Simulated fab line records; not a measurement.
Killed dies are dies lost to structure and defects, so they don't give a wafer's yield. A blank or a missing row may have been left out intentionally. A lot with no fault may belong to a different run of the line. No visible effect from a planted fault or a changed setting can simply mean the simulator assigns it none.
Matching of chambers -- flow nand-harc -- ald-hk-02 running NHARC_A_CHANNEL_FILL_D2_ALD_14: 4 sister chambers
The step deposits SiO2, target thk 2.5 nm, pulse time 10 s, ald cycles 25. 14 wafers are shown with their chamber, then 7 later ones without.

WAFERS, EACH WITH ITS CHAMBER
wafer,chamber,heater-power-w (W),precursor-pulse-height-rel
L074.1,3,524,1.003
L074.2,1,429,1.031
L074.3,2,415,1.036
L075.2,2,412,0.997
L075.4,3,518,1.008
L075.6,0,508,1.017
L077.4,1,418,0.974
L077.5,1,433,1.017
L077.6,2,418,1.013
L084.1,1,430,1.044
L084.3,3,479,0.995
L084.6,0,468,1.008
L087.1,1,428,1.003
L087.3,2,417,0.975

SIGNATURES, as means of the wafers listed above
reading,chamber 0,chamber 1,chamber 2,chamber 3,scatter within a chamber
heater-power-w,488.00,427.60,415.50,507.00,14.6
precursor-pulse-height-rel,1.01250,1.01380,1.00525,1.00200,0.0224
Rule: for each reading, subtract the chamber's mean from the wafer's reading, divide by that reading's scatter and square the result; add these up over the readings and take the root, which gives the wafer's distance from the chamber. The wafer belongs to the nearest chamber; if the next one is less than 2 further off, it can't be placed. How the scatter is found: for the shown wafers, subtract from each reading the mean of its chamber, square and add these, divide the total by (wafers less chambers), then take the root.

WAFERS WITHOUT THEIR CHAMBER
wafer,heater-power-w (W),precursor-pulse-height-rel
L087.4,462,0.955
L086.4,478,0.948
L086.5,423,1.008
L086.6,412,0.991
L091.2,496,1.016
L091.3,414,0.997
L091.5,436,1.012

WHICH CHAMBER EACH WENT THROUGH
wafer,from the rows above,in truth
L087.4,can't be placed: 0 or 1 or 3 or 2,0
L086.4,can't be placed: 0 or 3 or 1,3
L086.5,can't be placed: 1 or 2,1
L086.6,can't be placed: 2 or 1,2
L091.2,can't be placed: 0 or 3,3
L091.3,can't be placed: 2 or 1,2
L091.5,can't be placed: 1 or 2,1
Placed correctly: 0 of 7. Cannot be placed on the basis of these rows: 7; the candidates contain the true chamber in 7. Placed wrongly: 0.
